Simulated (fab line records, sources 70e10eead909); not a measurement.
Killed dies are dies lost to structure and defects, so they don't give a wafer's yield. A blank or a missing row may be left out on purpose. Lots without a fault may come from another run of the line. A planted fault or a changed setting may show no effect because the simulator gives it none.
Chamber matching | flow nand_harc | NHARC_P_CONTACT_CMP_24 on cmp-03: 4 sister chambers
The step polishes, t overpolish 30 s, target thk 200 nm. 4 wafers are shown with their chamber, then 9 later ones without.

WAFERS WITH THEIR CHAMBER
wafer  | chamber | motor_current_A (A)
L082.3 | 3       | 12.6
L084.1 | 0       | 11.8
L084.2 | 1       | 13.3
L084.4 | 2       | 10.6

WAFERS WITHOUT THEIR CHAMBER
wafer  | motor_current_A (A)
L087.3 | 11.7
L087.4 | 12.5
L087.6 | 13.1
L088.3 | 13.7
L088.5 | 12.6
L088.6 | 10.6
L091.1 | 12.1
L091.2 | 10.7
L091.3 | 11.9

WHICH CHAMBER EACH WENT THROUGH
wafer  | from the rows above     | in truth
L087.3 | 0                       | 0
L087.4 | 3                       | 3
L087.6 | can't be placed: 1 or 3 | 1
L088.3 | 1                       | 1
L088.5 | 3                       | 3
L088.6 | 2                       | 2
L091.1 | can't be placed: 0 or 3 | 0
L091.2 | 2                       | 2
L091.3 | 0                       | 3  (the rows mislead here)
Placed correctly: 6 of 9. Can't be placed from these rows: 2 (the true chamber is among the candidates in 2). Placed wrongly: 1.
How it was worked out, from the rows above alone: a wafer's distance from a chamber is the root of the sum, over the readings, of the square of ((its reading less the chamber's mean) divided by the reading's scatter). The wafer belongs to the nearest chamber; if the next one is less than 2 further off, it can't be placed. A chamber's mean is the mean of its shown wafers. The scatter: with one shown wafer a chamber, the root of the mean of the squares of how far each hidden wafer lies from its nearest shown one.
